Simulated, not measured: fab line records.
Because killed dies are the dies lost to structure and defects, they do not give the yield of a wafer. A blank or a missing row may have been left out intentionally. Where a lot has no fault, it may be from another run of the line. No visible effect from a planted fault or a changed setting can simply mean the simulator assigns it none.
fab line records	flow n5_finfet
record: lots: 24	wafers: 72	last_day: 18
route steps=1938 shown STI_FIN_REVEAL@184 DUMMY_GATE@231
lots with no fault: from the same line, run without faults
start_h: hours from the record's first day to the start of the lot's first wafer shown	wait_h: hours from the lot's prior step to this one	" same as the row above	L1.1+2: one row covering several wafers at once	- value missing, or start not given	* or withheld: withheld	< > ~ a bound
route shown NAME@n: names a module that has steps shown in the file, with the first one's number in the route	usual: mean/standard deviation taken from wafers without a fault	same: alike in all rows	chamber/n: place in a boat	sites: readings site by site	_std_site: standard deviation of those values	_edge_site: inner sites' mean taken away from outer sites' mean	radius_mm: how far each site lies from the wafer's centre	mask NAME#n: copy n	behind: the most recent tool/chamber to have shaped the wafer	hold: why the lot went on hold/how many hours it stayed there/how the hold came to an end	device: whichever transistor did not switch (one of n, p or np)	end of line: the same wafers' tests at the end of the route	a step with no rows: only its recipe	killed: dies that structure and defects cost at the first sort, which is not the same as the wafer's yield	map: per-die view of a wafer (x killed, . not killed, _ where there is no die)
set.NAME: setting as actually run; set.NAME@STEP: the setting as run at that earlier step	model.NAME: the simulator's own value behind a step, which no gauge read
route steps across a sampled set of lots; one table per step, one row per wafer
services: a tool's chamber out of use, with start hour (start_h, from the record's first day; less than 0 if before it), hours out, and reason
== steps ==
step: N5_STI_FIN_REVEAL_ALD_14
recipe: material: Si3N4	target_thk_a: 30	temp_c: 400	ald_precursor_family: SiH2I2	ald_co_reactant: N2/H2-plasma	pressure_torr: 2
usual: heater_power_w: 808/87
lot.wafer	tool	chamber	start_h	wait_h	heater_power_w
L074.2	ald_sin-01	0	30.45	0.0	687
L074.3	"	1	"	"	765
L074.4	"	2	"	"	827
L075.3	ald_sin-01	0	37.58	0.0	695
L075.4	"	2	"	"	817
L075.5	"	2	"	"	799
L076.1	ald_sin-04	1	40.18	0.0	850
L076.2	"	2	"	"	917
L076.4	"	0	"	"	912
L077.1	ald_sin-01	0	46.02	0.0	696
L077.4	"	3	"	"	784
L077.6	"	1	"	"	768
L078.3	ald_sin-01	0	51.36	0.0	698
L078.5	"	1	"	"	760
L078.6	"	0	"	"	674
L079.1	ald_sin-01	2	57.41	0.0	819
L079.2	"	3	"	"	792
L079.6	"	2	"	"	785
L080.1	ald_sin-04	3	65.13	0.0	765
L080.2	"	1	"	"	850
L080.4	"	0	"	"	907
L081.2	ald_sin-01	2	70.54	0.0	790
L081.4	"	0	"	"	707
L081.5	"	3	"	"	806
L082.4	ald_sin-01	1	76.74	0.0	751
L082.5	"	1	"	"	764
L082.6	"	2	"	"	793
L083.1	ald_sin-02	1	83.72	0.0	1041
L083.2	"	2	"	"	750
L083.6	"	1	"	"	997
L084.3	ald_sin-02	0	92.99	0.0	1003
L084.5	"	2	"	"	720
L084.6	"	3	"	"	860
L085.1	ald_sin-04	1	99.30	0.0	844
L085.3	"	3	"	"	682
L085.5	"	2	"	"	891
L086.1	ald_sin-04	3	103.73	0.0	697
L086.2	"	2	"	"	879
L086.3	"	1	"	"	830
L087.1	ald_sin-02	1	106.69	0.0	1054
L087.3	"	3	"	"	848
L087.4	"	0	"	"	1037
L088.1	ald_sin-01	1	111.82	0.0	743
L088.4	"	3	"	"	807
L088.5	"	3	"	"	787
L089.3	ald_sin-01	3	119.40	0.0	786
L089.5	"	3	"	"	804
L089.6	"	0	"	"	683
L090.3	ald_sin-01	0	123.71	0.0	710
L090.4	"	2	"	"	826
L090.6	"	1	"	"	781
L091.2	ald_sin-01	2	130.71	0.0	800
L091.3	"	0	"	"	693
L091.6	"	3	"	"	812
L092.2	ald_sin-04	1	135.68	0.0	845
L092.3	"	2	"	"	884
L092.4	"	3	"	"	690
L093.1	ald_sin-04	0	142.62	0.0	872
L093.2	"	3	"	"	690
L093.4	"	1	"	"	844
L094.1	ald_sin-01	0	149.23	0.0	696
L094.2	"	1	"	"	773
L094.4	"	3	"	"	802
L095.2	ald_sin-01	0	154.55	0.0	716
L095.3	"	2	"	"	805
L095.4	"	3	"	"	781
L096.3	ald_sin-02	1	160.75	0.0	1026
L096.5	"	2	"	"	744
L096.6	"	1	"	"	1056
L097.1	ald_sin-04	1	165.81	0.0	841
L097.4	"	2	"	"	892
L097.5	"	3	"	"	710
step: N5_STI_FIN_REVEAL_STRIP_24
recipe: chemistry: N2/H2	time_s: 90	power_w: 100	temp_c: 40	pressure_mtorr: 100	rf_frequency_hz: 6e+07	bias_power_w: 3	n2_flow_sccm: 300	h2_flow_sccm: 300
usual: drypump_motor_current_A: 5.6/0.35	oes_product_au: 0.78/0.084	rf_vpp_V: 45.4/0.88	showerhead_plenum_p_Torr: 3.42/0.1	throttle_valve_pct: 12.15/0.25
lot.wafer	tool	chamber	start_h	wait_h	drypump_motor_current_A	oes_product_au	rf_hours_counter_h	rf_vpp_V	showerhead_plenum_p_Torr	throttle_valve_pct
L074.2	rie_diel-02	1	36.16	0.0	5.4	0.70	216	45.7	3.49	12.60
L074.3	"	2	"	"	6.6	0.82	99	46.5	3.26	12.01
L074.4	"	0	"	"	5.4	0.86	-	45.4	3.43	11.83
L075.3	rie_diel-05	1	43.89	0.0	5.4	0.70	210	44.8	3.36	12.51
L075.4	"	3	"	"	5.7	0.74	-	46.9	3.35	11.96
L075.5	"	2	"	"	5.8	0.74	-	43.5	3.51	11.79
L076.1	rie_diel-04	1	45.80	0.0	5.4	0.71	215	45.0	3.37	12.29
L076.2	"	2	"	"	5.7	0.79	128	44.9	3.52	12.34
L076.4	"	0	"	"	5.9	0.81	127	44.2	3.40	12.04
L077.1	rie_diel-05	1	51.64	0.0	5.4	0.70	213	44.9	3.35	12.53
L077.4	"	2	"	"	5.8	0.73	149	45.2	3.50	11.79
L077.6	"	1	"	"	5.4	0.70	-	44.7	3.35	12.52
L078.3	rie_diel-04	1	57.57	0.0	5.4	0.70	219	44.8	3.36	12.30
L078.5	"	1	"	"	5.4	0.70	-	44.6	3.36	12.29
L078.6	"	0	"	"	5.9	0.81	-	46.3	3.40	12.07
L079.1	rie_diel-05	2	63.04	0.0	5.8	0.73	152	45.9	3.50	11.83
L079.2	"	0	"	"	5.6	0.96	5	44.5	3.61	11.97
L079.6	"	2	"	"	5.8	0.74	-	47.4	3.50	11.82
L080.1	rie_diel-04	2	71.62	0.0	5.7	0.77	138	46.2	3.51	12.36
L080.2	"	0	"	"	5.9	0.80	136	46.2	3.40	12.10
L080.4	"	0	"	"	5.9	0.80	-	45.6	3.40	12.09
L081.2	rie_diel-05	1	76.91	0.0	5.4	0.69	222	46.6	3.35	12.54
L081.4	"	3	"	"	5.7	0.74	166	45.1	3.34	11.97
L081.5	"	2	"	"	5.8	0.73	-	45.4	3.50	11.83
L082.4	rie_diel-05	2	82.55	0.0	5.8	0.73	158	44.7	3.50	11.83
L082.5	"	2	"	"	5.8	0.73	-	45.6	3.50	11.84
L082.6	"	1	"	"	5.4	0.70	-	44.2	3.35	12.55
L083.1	rie_diel-05	3	89.41	0.0	5.7	0.73	171	45.3	3.34	11.99
L083.2	"	0	"	"	5.6	0.93	15	45.2	3.60	12.01
L083.6	"	2	"	"	5.8	0.73	-	45.0	3.50	11.83
L084.3	rie_diel-04	0	98.90	0.0	5.9	0.79	147	45.6	3.39	12.09
L084.5	"	1	"	"	5.4	0.69	-	45.9	3.35	12.34
L084.6	"	2	"	"	5.7	0.76	-	46.4	3.51	12.38
L085.1	rie_diel-04	0	105.18	0.0	6.0	0.79	148	45.7	3.39	12.10
L085.3	"	1	"	"	5.4	0.68	236	43.8	3.35	12.34
L085.5	"	2	"	"	5.7	0.77	-	46.6	3.51	12.38
L086.1	rie_diel-05	2	109.34	0.0	5.8	0.71	169	46.3	3.49	11.84
L086.2	"	3	"	"	5.7	0.72	178	44.8	3.34	12.01
L086.3	"	1	"	"	5.4	0.69	233	44.1	3.34	12.57
L087.1	rie_diel-05	2	112.44	0.0	5.8	0.72	169	44.3	3.49	11.87
L087.3	"	0	"	"	5.6	0.91	22	44.9	3.60	12.04
L087.4	"	1	"	"	5.4	0.69	234	44.5	3.34	12.56
L088.1	rie_diel-02	0	117.67	0.0	5.4	0.82	88	44.0	3.41	11.94
L088.4	"	1	"	"	5.4	0.69	241	44.6	3.48	12.66
L088.5	"	2	"	"	6.6	0.79	-	44.8	3.24	12.08
L089.3	rie_diel-04	3	125.15	0.0	5.0	0.95	16	44.8	3.59	11.87
L089.5	"	0	"	"	5.9	0.78	-	45.0	3.39	12.13
L089.6	"	1	"	"	5.4	0.68	-	45.9	3.35	12.36
L090.3	rie_diel-04	2	129.55	0.0	5.7	0.76	158	45.1	3.50	12.43
L090.4	"	1	"	"	5.4	0.69	245	47.0	3.35	12.37
L090.6	"	3	"	"	5.0	0.94	-	46.5	3.59	11.87
L091.2	rie_diel-05	2	136.31	0.0	5.8	0.72	176	45.3	3.49	11.89
L091.3	"	0	"	"	5.6	0.89	33	45.8	3.59	12.07
L091.6	"	2	"	"	5.8	0.71	-	46.6	3.49	11.89
L092.2	rie_diel-04	1	141.51	0.0	5.4	0.68	249	44.7	3.35	12.37
L092.3	"	3	"	"	5.0	0.93	22	45.5	3.59	11.88
L092.4	"	2	"	"	5.7	0.77	162	46.6	3.50	12.42
L093.1	rie_diel-02	2	148.32	0.0	6.6	0.76	142	44.2	3.24	12.11
L093.2	"	3	"	"	5.5	0.91	29	45.5	3.31	12.11
L093.4	"	3	"	"	5.5	0.90	-	44.0	3.31	12.11
L094.1	rie_diel-02	3	154.93	0.0	5.5	0.90	33	45.5	3.31	12.11
L094.2	"	0	"	"	5.4	0.80	106	44.9	3.40	11.97
L094.4	"	2	"	"	6.6	0.78	-	44.9	3.23	12.14
L095.2	rie_diel-04	3	160.28	0.0	5.0	0.91	31	45.3	3.58	11.91
L095.3	"	2	"	"	5.7	0.74	171	44.4	3.49	12.46
L095.4	"	0	"	"	5.9	0.77	-	44.8	3.38	12.15
L096.3	rie_diel-04	3	167.03	0.0	5.0	0.89	33	47.0	3.58	11.92
L096.5	"	1	"	"	5.4	0.96	-	45.0	3.35	11.76
L096.6	"	0	"	"	5.9	0.77	-	43.4	3.38	12.15
L097.1	rie_diel-04	2	172.38	0.0	5.7	0.73	176	44.9	3.49	12.48
L097.4	"	1	"	"	5.4	0.94	4	44.0	3.34	11.75
L097.5	"	3	"	"	5.0	0.90	-	46.0	3.58	11.92
step: N5_STI_FIN_REVEAL_RECESS_09
recipe: chemistry: HF/NH3	target: SiO2	afs_cycles: 11	target_depth_a: 425	temp_c: 30	sublimation_temp_c: 180	sublimation_time_s: 60
usual: drypump_motor_current_A: 5.9/0.34
lot.wafer	tool	chamber	start_h	wait_h	drypump_motor_current_A
L074.2	vapor_etch-02	0	36.37	0.0	5.4
L074.3	"	1	"	"	6.1
L074.4	"	0	"	"	5.4
L075.3	vapor_etch-01	0	44.64	0.6	6.3
L075.4	"	1	"	"	5.8
L075.5	"	0	"	"	6.2
L076.1	vapor_etch-02	1	46.02	0.0	6.1
L076.2	"	0	"	"	5.4
L076.4	"	0	"	"	5.4
L077.1	vapor_etch-01	0	51.85	0.0	6.2
L077.4	"	0	"	"	6.2
L077.6	"	1	"	"	5.7
L078.3	vapor_etch-01	1	58.33	0.6	5.8
L078.5	"	1	"	"	5.8
L078.6	"	0	"	"	6.3
L079.1	vapor_etch-01	0	63.62	0.0	6.3
L079.2	"	1	"	"	5.7
L079.6	"	0	64.68	1.1	6.3
L080.1	vapor_etch-01	1	71.84	0.0	5.8
L080.2	"	0	"	"	6.2
L080.4	"	0	"	"	6.2
L081.2	vapor_etch-02	1	77.13	0.0	6.1
L081.4	"	0	"	"	5.4
L081.5	"	1	"	"	6.1
L082.4	vapor_etch-02	0	83.29	0.6	5.4
L082.5	"	0	"	"	5.4
L082.6	"	1	"	"	6.1
L083.1	vapor_etch-01	1	89.62	0.0	5.7
L083.2	"	0	"	"	6.3
L083.6	"	1	90.68	1.1	5.8
L084.3	vapor_etch-01	1	99.65	0.6	5.8
L084.5	"	0	"	"	6.3
L084.6	"	1	"	"	5.8
L085.1	vapor_etch-02	0	105.40	0.0	5.4
L085.3	"	1	"	"	6.1
L085.5	"	0	"	"	5.4
L086.1	vapor_etch-01	0	109.55	0.0	6.2
L086.2	"	1	"	"	5.7
L086.3	"	1	"	"	5.7
L087.1	vapor_etch-02	0	112.65	0.0	5.4
L087.3	"	0	"	"	5.4
L087.4	"	1	"	"	6.1
L088.1	vapor_etch-02	0	117.89	0.0	5.4
L088.4	"	0	"	"	5.4
L088.5	"	1	"	"	6.1
L089.3	vapor_etch-01	0	125.96	0.6	6.2
L089.5	"	0	"	"	6.2
L089.6	"	1	"	"	5.7
L090.3	vapor_etch-02	0	130.29	0.6	5.4
L090.4	"	1	"	"	6.1
L090.6	"	1	"	"	6.1
L091.2	vapor_etch-02	0	136.54	0.0	5.4
L091.3	"	0	"	"	5.4
L091.6	"	1	"	"	6.1
L092.2	vapor_etch-01	1	141.72	0.0	5.7
L092.3	"	0	"	"	6.3
L092.4	"	1	"	"	5.7
L093.1	vapor_etch-02	0	148.54	0.0	5.4
L093.2	"	1	"	"	6.1
L093.4	"	1	"	"	6.1
L094.1	vapor_etch-01	0	155.15	0.0	6.3
L094.2	"	1	"	"	5.7
L094.4	"	0	"	"	6.3
L095.2	vapor_etch-02	0	160.49	0.0	5.4
L095.3	"	1	"	"	6.1
L095.4	"	0	"	"	5.4
L096.3	vapor_etch-01	1	167.78	0.6	5.8
L096.5	"	1	"	"	5.8
L096.6	"	0	"	"	6.2
L097.1	vapor_etch-02	0	172.59	0.0	5.4
L097.4	"	0	"	"	5.4
L097.5	"	1	"	"	6.1
step: N5_DUMMY_GATE_CD_MEAS_15
recipe: target_cd_nm: 25.8	landing_energy_ev: 500	detector: se_inlens
usual: cd_nm: 24.98/0.28
lot.wafer	tool	chamber	start_h	wait_h	cd_nm
L074.2	cd_sem-01	0	47.78	-	25.67
L074.3	"	0	"	"	24.92
L074.4	"	0	"	"	25.59
L076.1	cd_sem-03	0	57.42	-	24.60
L076.2	"	0	"	"	24.64
L076.4	"	0	"	"	24.88
L075.3	cd_sem-03	0	57.64	-	24.74
L075.4	"	0	"	"	25.12
L075.5	"	0	"	"	24.99
L077.1	cd_sem-01	0	65.35	-	25.16
L077.4	"	0	"	"	25.16
L077.6	"	0	"	"	24.95
L078.3	cd_sem-01	0	69.67	-	24.92
L078.5	"	0	"	"	24.86
L078.6	"	0	"	"	25.13
L079.1	cd_sem-01	0	76.92	-	25.12
L079.2	"	0	"	"	25.52
L079.6	"	0	"	"	25.32
L081.2	cd_sem-02	0	90.83	-	25.06
L081.4	"	0	"	"	25.15
L081.5	"	0	"	"	24.69
L080.1	cd_sem-01	0	93.54	-	25.29
L080.2	"	0	"	"	25.03
L080.4	"	0	"	"	25.16
L082.4	cd_sem-01	0	99.17	-	24.65
L082.5	"	0	"	"	24.60
L082.6	"	0	"	"	24.94
L083.1	cd_sem-01	0	102.72	-	24.83
L083.2	"	0	"	"	24.92
L083.6	"	0	"	"	24.21
L084.3	cd_sem-02	0	111.02	-	24.61
L084.5	"	0	"	"	25.18
L084.6	"	0	"	"	24.60
L085.1	cd_sem-02	0	117.42	-	24.67
L085.3	"	0	"	"	24.76
L085.5	"	0	"	"	24.83
L086.1	cd_sem-03	0	121.33	-	24.69
L086.2	"	0	"	"	24.77
L086.3	"	0	"	"	24.60
L088.1	cd_sem-03	0	129.47	-	25.33
L088.4	"	0	"	"	25.38
L088.5	"	0	"	"	25.40
L087.1	cd_sem-02	0	131.62	-	25.02
L087.3	"	0	"	"	24.81
L087.4	"	0	"	"	24.63
L089.3	cd_sem-03	0	137.89	-	25.02
L089.5	"	0	"	"	25.43
L089.6	"	0	"	"	25.02
L090.3	cd_sem-01	0	141.29	-	24.81
L090.4	"	0	"	"	25.00
L090.6	"	0	"	"	25.05
L091.2	cd_sem-02	0	148.46	-	25.04
L091.3	"	0	"	"	25.07
L091.6	"	0	"	"	25.42
L092.2	cd_sem-02	0	153.26	-	25.28
L092.3	"	0	"	"	25.15
L092.4	"	0	"	"	25.16
L093.1	cd_sem-03	0	160.23	-	25.56
L093.2	"	0	"	"	25.05
L093.4	"	0	"	"	25.13
L094.1	cd_sem-01	0	166.85	-	24.92
L094.2	"	0	"	"	24.95
L094.4	"	0	"	"	24.61
L095.2	cd_sem-01	0	172.13	-	24.74
L095.3	"	0	"	"	25.11
L095.4	"	0	"	"	25.09
L096.3	cd_sem-02	0	178.92	-	25.35
L096.5	"	0	"	"	25.25
L096.6	"	0	"	"	25.37
L097.1	cd_sem-02	0	184.00	-	25.08
L097.4	"	0	"	"	25.67
L097.5	"	0	"	"	24.84
step: N5_DUMMY_GATE_CD_MEAS_50
recipe: target_cd_nm: 14
usual: cd_nm: 14.0/0.38
lot.wafer	tool	chamber	start_h	wait_h	cd_nm
L074.2	cd_sem-01	-	48.46	0.0	14.5
L074.3	"	-	"	"	14.3
L074.4	"	-	"	"	14.1
L076.1	cd_sem-03	-	57.94	0.0	14.0
L076.2	"	-	"	"	14.2
L076.4	"	-	"	"	14.1
L075.3	cd_sem-03	-	58.15	0.0	13.2
L075.4	"	-	"	"	14.3
L075.5	"	-	"	"	14.1
L077.1	cd_sem-01	-	65.86	0.0	13.6
L077.4	"	-	"	"	14.2
L077.6	"	-	"	"	14.3
L078.3	cd_sem-02	-	70.63	0.0	13.4
L078.5	"	-	"	"	14.2
L078.6	"	-	"	"	14.1
L079.1	cd_sem-01	-	77.63	0.0	13.9
L079.2	"	-	"	"	14.3
L079.6	"	-	"	"	13.6
L081.2	cd_sem-01	-	91.33	0.0	14.2
L081.4	"	-	"	"	13.4
L081.5	"	-	"	"	13.4
L080.1	cd_sem-03	-	94.04	0.0	14.0
L080.2	"	-	"	"	14.4
L080.4	"	-	"	"	14.2
L082.4	cd_sem-02	-	99.81	0.0	14.1
L082.5	"	-	"	"	13.7
L082.6	"	-	"	"	14.0
L083.1	cd_sem-02	-	103.97	0.0	14.1
L083.2	"	-	"	"	13.6
L083.6	"	-	"	"	13.2
L084.3	cd_sem-02	-	111.53	0.0	14.0
L084.5	"	-	"	"	14.1
L084.6	"	-	"	"	14.1
L085.1	cd_sem-03	-	117.93	0.0	14.2
L085.3	"	-	"	"	13.4
L085.5	"	-	"	"	14.1
L086.1	cd_sem-02	-	121.84	0.0	13.6
L086.2	"	-	"	"	14.3
L086.3	"	-	"	"	14.0
L088.1	cd_sem-03	-	129.97	0.0	14.4
L088.4	"	-	"	"	13.9
L088.5	"	-	"	"	14.0
L087.1	cd_sem-01	-	132.14	0.0	13.8
L087.3	"	-	"	"	14.1
L087.4	"	-	"	"	13.8
L089.3	cd_sem-03	-	138.85	0.0	14.1
L089.5	"	-	"	"	13.5
L089.6	"	-	"	"	14.4
L090.3	cd_sem-03	-	141.80	0.0	14.0
L090.4	"	-	"	"	14.9
L090.6	"	-	"	"	14.6
L091.2	cd_sem-03	-	149.16	0.0	14.3
L091.3	"	-	"	"	13.5
L091.6	"	-	"	"	13.8
L092.2	cd_sem-01	-	153.76	0.0	14.5
L092.3	"	-	"	"	14.1
L092.4	"	-	"	"	14.6
L093.1	cd_sem-02	-	160.74	0.0	13.6
L093.2	"	-	"	"	13.9
L093.4	"	-	"	"	14.0
L094.1	cd_sem-03	-	167.38	0.0	13.3
L094.2	"	-	"	"	13.5
L094.4	"	-	"	"	13.8
L095.2	cd_sem-02	-	172.64	0.0	13.6
L095.3	"	-	"	"	14.0
L095.4	"	-	"	"	14.4
L096.3	cd_sem-01	-	180.02	0.0	14.0
L096.5	"	-	"	"	14.2
L096.6	"	-	"	"	14.2
L097.1	cd_sem-01	-	184.51	0.0	14.4
L097.4	"	-	"	"	14.6
L097.5	"	-	"	"	14.6
step: N5_DUMMY_GATE_ETCH_42
recipe: chemistry: CHF3/O2	target: SiO2	target_depth_a: 35	time_s: 31	ion_energy_ev: 30	bias_w: 12	pressure_mtorr: 30	source_w: 600	Ar_flow_sccm: 200	CHF3_flow_sccm: 50	O2_flow_sccm: 5
usual: drypump_motor_current_A: 5.8/0.49	oes_product_au: 0.78/0.085	rf_vpp_V: 42.2/0.93	showerhead_plenum_p_Torr: 2.37/0.04	throttle_valve_pct: 18.84/0.23
lot.wafer	tool	chamber	start_h	wait_h	drypump_motor_current_A	oes_product_au	rf_hours_counter_h	rf_vpp_V	showerhead_plenum_p_Torr	throttle_valve_pct
L074.2	rie_diel-01	1	49.01	0.0	5.9	0.94	19	41.6	2.37	18.52
L074.3	"	2	"	"	6.1	0.68	227	42.6	2.38	19.10
L074.4	"	3	"	"	6.7	0.78	114	42.4	2.43	18.72
L076.1	rie_diel-03	0	58.48	0.0	6.0	0.68	245	41.8	2.44	19.08
L076.2	"	2	"	"	5.6	0.76	151	40.9	2.42	19.21
L076.4	"	1	"	"	5.6	0.71	197	42.2	2.38	19.21
L075.3	rie_diel-01	2	58.71	0.0	6.1	0.68	230	44.2	2.38	19.10
L075.4	"	0	"	"	6.1	0.69	236	41.3	2.37	19.01
L075.5	"	3	"	"	6.7	0.77	-	42.4	2.43	18.71
L077.1	rie_diel-01	3	66.52	0.2	6.7	0.79	118	42.1	2.42	18.73
L077.4	"	1	"	"	5.9	0.94	-	41.9	2.37	18.54
L077.6	"	0	"	"	6.1	0.70	-	41.1	2.37	19.01
L078.3	rie_diel-01	1	71.17	0.0	5.9	0.94	26	40.8	2.36	18.54
L078.5	"	3	"	"	6.7	0.78	-	43.0	2.42	18.73
L078.6	"	0	"	"	6.1	0.69	-	41.4	2.37	19.02
L079.1	rie_diel-03	3	78.29	0.0	5.0	0.73	178	42.9	2.31	18.85
L079.2	"	1	"	"	5.7	0.71	202	42.9	2.37	19.24
L079.6	"	3	"	"	5.0	0.74	-	43.2	2.31	18.87
L081.2	rie_diel-06	0	91.88	0.0	6.2	0.91	21	42.0	2.37	18.52
L081.4	"	0	"	"	6.2	0.91	-	40.9	2.37	18.53
L081.5	"	2	"	"	5.8	0.75	-	42.7	2.40	18.96
L080.1	rie_diel-03	3	94.73	0.2	5.0	0.73	184	43.6	2.30	18.89
L080.2	"	2	"	"	5.6	0.75	163	44.1	2.42	19.22
L080.4	"	1	"	"	5.7	0.70	209	43.4	2.37	19.23
L082.4	rie_diel-06	3	100.34	0.0	5.0	0.77	147	43.9	2.31	18.85
L082.5	"	3	"	"	5.0	0.77	-	42.1	2.31	18.85
L082.6	"	0	"	"	6.2	0.91	-	42.0	2.37	18.53
L083.1	rie_diel-06	0	104.52	0.0	6.2	0.90	26	42.5	2.37	18.51
L083.2	"	1	"	"	5.3	0.73	186	43.0	2.32	18.72
L083.6	"	0	"	"	6.2	0.90	-	39.5	2.37	18.53
L084.3	rie_diel-06	3	112.07	0.0	5.0	0.77	151	41.4	2.31	18.87
L084.5	"	1	"	"	5.3	0.73	-	42.5	2.32	18.73
L084.6	"	0	"	"	6.2	0.91	-	42.0	2.37	18.53
L085.1	rie_diel-01	3	118.47	0.0	6.7	0.77	136	41.1	2.42	18.73
L085.3	"	1	"	"	5.8	0.90	42	41.3	2.36	18.57
L085.5	"	1	"	"	5.9	0.91	-	41.9	2.36	18.57
L086.1	rie_diel-01	3	122.64	0.3	6.6	0.76	138	42.5	2.42	18.76
L086.2	"	2	"	"	6.0	0.66	242	42.3	2.37	19.12
L086.3	"	1	"	"	5.9	0.90	44	42.2	2.36	18.56
L088.1	rie_diel-06	1	130.52	0.0	5.3	0.72	192	43.4	2.32	18.73
L088.4	"	3	"	"	5.0	0.75	156	42.1	2.31	18.88
L088.5	"	1	"	"	5.3	0.72	-	43.0	2.32	18.75
L087.1	rie_diel-06	3	132.68	0.0	5.0	0.75	157	41.4	2.31	18.86
L087.3	"	1	"	"	5.3	0.73	193	42.4	2.32	18.75
L087.4	"	0	"	"	6.2	0.89	34	41.1	2.37	18.54
L089.3	rie_diel-06	0	139.41	0.1	6.2	0.90	37	42.1	2.37	18.54
L089.5	"	3	"	"	5.0	0.77	-	43.3	2.31	18.86
L089.6	"	2	"	"	5.8	0.76	-	43.6	2.40	19.00
L090.3	rie_diel-06	3	142.57	0.0	5.0	0.76	160	41.3	2.31	18.86
L090.4	"	0	"	"	6.2	0.89	37	41.4	2.37	18.56
L090.6	"	2	"	"	5.8	0.75	-	40.9	2.40	19.00
L091.2	rie_diel-01	0	149.70	0.0	6.1	0.97	6	40.9	2.36	18.62
L091.3	"	3	"	"	6.7	0.76	148	40.9	2.41	18.76
L091.6	"	0	"	"	6.1	0.96	-	42.3	2.36	18.61
L092.2	rie_diel-01	3	154.36	0.0	6.7	0.75	149	43.9	2.41	18.78
L092.3	"	0	"	"	6.1	0.95	8	42.2	2.36	18.62
L092.4	"	3	"	"	6.7	0.76	-	41.4	2.41	18.78
L093.1	rie_diel-03	2	161.55	0.0	5.6	0.73	185	42.4	2.41	19.26
L093.2	"	0	"	"	6.0	0.92	23	41.2	2.43	18.67
L093.4	"	1	"	"	5.6	0.69	227	43.8	2.37	19.27
L094.1	rie_diel-06	1	167.92	0.0	5.3	0.72	204	43.0	2.32	18.76
L094.2	"	2	"	"	5.8	0.74	177	42.7	2.39	19.02
L094.4	"	0	"	"	6.2	0.88	46	41.4	2.36	18.57
L095.2	rie_diel-06	2	173.18	0.0	5.8	0.74	178	41.8	2.39	19.02
L095.3	"	1	"	"	5.3	0.71	206	42.3	2.32	18.77
L095.4	"	0	"	"	6.2	0.87	47	40.5	2.36	18.56
L096.3	rie_diel-06	2	180.56	0.0	5.8	0.74	181	40.8	2.39	19.02
L096.5	"	2	"	"	5.8	0.73	-	42.2	2.39	19.03
L096.6	"	1	"	"	5.3	0.71	-	41.8	2.31	18.77
L097.1	rie_diel-03	3	185.05	0.0	5.0	0.72	210	43.6	2.29	18.90
L097.4	"	1	"	"	5.7	0.69	233	43.8	2.36	19.27
L097.5	"	1	"	"	5.7	0.68	-	44.5	2.36	19.27
== services ==
tool	chamber	start_h	hours	kind
ald_sin-02	-	10.41	3.2	repair
ald_sin-01	-	11.39	1.6	repair
ald_sin-04	3	13.74	2.4	repair
rie_diel-03	0	25.76	27.0	repair
ald_sin-01	3	29.07	2.5	repair
rie_diel-04	-	33.76	2.8	pm
ald_sin-01	-	45.26	0.7	repair
ald_sin-04	3	48.05	11.2	repair
rie_diel-01	2	60.91	23.0	repair
rie_diel-01	-	62.44	2.8	pm
rie_diel-06	1	71.21	24.2	repair
ald_sin-04	-	85.25	14.0	pm
rie_diel-04	-	86.97	0.2	repair
vapor_etch-02	-	89.13	0.3	repair
rie_diel-05	1	89.57	3.7	repair
rie_diel-03	1	103.40	9.8	repair
rie_diel-04	3	103.87	1.6	repair
ald_sin-01	1	118.26	2.5	repair
vapor_etch-01	-	120.00	0.4	repair
rie_diel-05	2	127.78	5.4	repair
rie_diel-04	0	133.20	5.6	repair
rie_diel-01	3	161.64	11.6	repair
rie_diel-03	3	167.69	6.6	repair
ald_sin-01	-	180.58	6.0	pm
== key ==
fault none
